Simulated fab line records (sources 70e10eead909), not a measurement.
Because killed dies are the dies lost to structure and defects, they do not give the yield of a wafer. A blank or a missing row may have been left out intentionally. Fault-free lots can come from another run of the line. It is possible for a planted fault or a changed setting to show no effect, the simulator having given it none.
A lot that was struck, set against a sound lot + flow nand harc + 15 out of 1302 route steps
Sound: these wafers, L221.1, L221.2, L221.3. Struck: wafers L235.1, L235.6 (left out: L235.4, a lot-mate that was not struck); the cause follows at the end.
Each step with rows lists, per side, the tool, then ch with its chambers, then its first start. Under that, the readings that differ: sound wafers + struck wafers + difference of the means + sigmas: that difference in standard deviations of wafers without a fault.
alike: readings whose means differ by less than 2 such deviations, and words and numbers that are the same on both sides. not compared: withheld readings, readings that some wafer has no value for, bounds like >300 that may hide the same value, and numbers for which the record gives no deviation and whose values overlap.
Wherever a step has rows on one side only, a row that says differs or no value, or a row with sigmas, the two part there. Numbers that don't overlap but have no deviation are shown without sigmas and don't part them. Lack of a reading on every wafer of one side parts them only where that side has two or more wafers.

first, 6 steps without rows for these wafers: NHARC_A_CONTACT_COAT_02 (resist thk 90 nm); NHARC_A_CONTACT_SOFTBAKE_03 (time 55 s); NHARC_A_CONTACT_EBR_04; NHARC_A_CONTACT_EXPOSE_05 (exposes mask A CC); NHARC_A_CONTACT_PEB_06 (peb time 65 s); NHARC_A_CONTACT_DEVELOP_07 (develop time 35 s).
NHARC_A_CONTACT_CD_MEAS_08: target cd 200 nm.
  sound on cd sem-03 ch 0, day 22 20:40; struck on cd sem-02 ch 0, day 28 10:52
  alike: cd nm
NHARC_A_CONTACT_OVL_MEAS_09:
  struck on overlay-01, day 28 10:56; sound on overlay-01, day 22 20:44
  alike: overlay x nm, overlay y nm
NHARC_A_CONTACT_INSPECT_10:
  struck on defect inspect-02, day 28 10:59; sound on defect inspect-01, day 22 20:47
  alike: raw defect count
NHARC_A_CONTACT_DESCUM_13: chemistry O2, time 3 s.
  sound on rie diel-03 ch 0,1,3, day 22 20:50; struck on rie diel-03 ch 2,3, day 28 11:04
  alike: drypump motor current A, mfc ar sccm, oes product au, rf vpp V, showerhead plenum p Torr, throttle valve pct
  not compared: rf hours counter h
NHARC_A_CONTACT_ETCH_88: etches the open film in CF4, target depth 39 nm, time 65 s.
  sound on rie diel-03 ch 0,1,3, day 22 21:06; struck on rie diel-03 ch 0,3, day 28 11:09
  alike: drypump motor current A, mfc ar sccm, oes product au, rf vpp V, showerhead plenum p Torr, throttle valve pct
  not compared: rf hours counter h
NHARC_A_CONTACT_ETCH_89: etches the open film in N2/H2, target depth 260 nm, time 475.3 s.
  sound: rie diel-03 ch 0,1,3; struck: rie diel-03 ch 0,3
  alike: drypump motor current A, mfc ar sccm, oes product au, rf vpp V, showerhead plenum p Torr, throttle valve pct
  not compared: rf hours counter h
NHARC_A_CONTACT_ETCH_30: etches the open film in CF4/CHF3, target depth 72.6 nm, time 36.3 s.
  sound on rie diel-03 ch 0,1,3, day 22 22:05; struck on rie diel-03 ch 0,1, day 28 11:46
| reading               | sound             | struck      | difference | sigmas |
|-----------------------|-------------------|-------------|------------|--------|
| oes product au (a.u.) | 0.933 0.922 0.925 | 0.783 0.790 | -0.140     | -9     |
  alike: drypump motor current A, mfc ar sccm, rf vpp V, showerhead plenum p Torr, throttle valve pct
  not compared: rf hours counter h
NHARC_A_CONTACT_ETCH_31: etches the open film in O2/COS, target depth 2800 nm, time 728 s.
  sound: rie diel-03 ch 0,1,2; struck: rie diel-03 ch 0,1
  alike: drypump motor current A, mfc ar sccm, oes product au, rf vpp V, showerhead plenum p Torr, throttle valve pct
  not compared: rf hours counter h
-- jump in the record: it breaks off in module A_CONTACT and resumes in module END (first step shown: number 1302 of the route), and 2 days separate the struck wafers' starts before and after --
NHARC_END_SORT_01:
  here the record holds rows for the struck wafers (prober-01 ch 0, day 30 20:51) but none for the sound ones

WHERE THEY PART
First at NHARC_A_CONTACT_ETCH_30; last, within this record, at NHARC_END_SORT_01.

WHY: whatever the simulator had introduced
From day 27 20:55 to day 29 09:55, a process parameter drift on rie diel-03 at NHARC_A_CONTACT_ETCH_30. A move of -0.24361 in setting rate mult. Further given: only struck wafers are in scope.
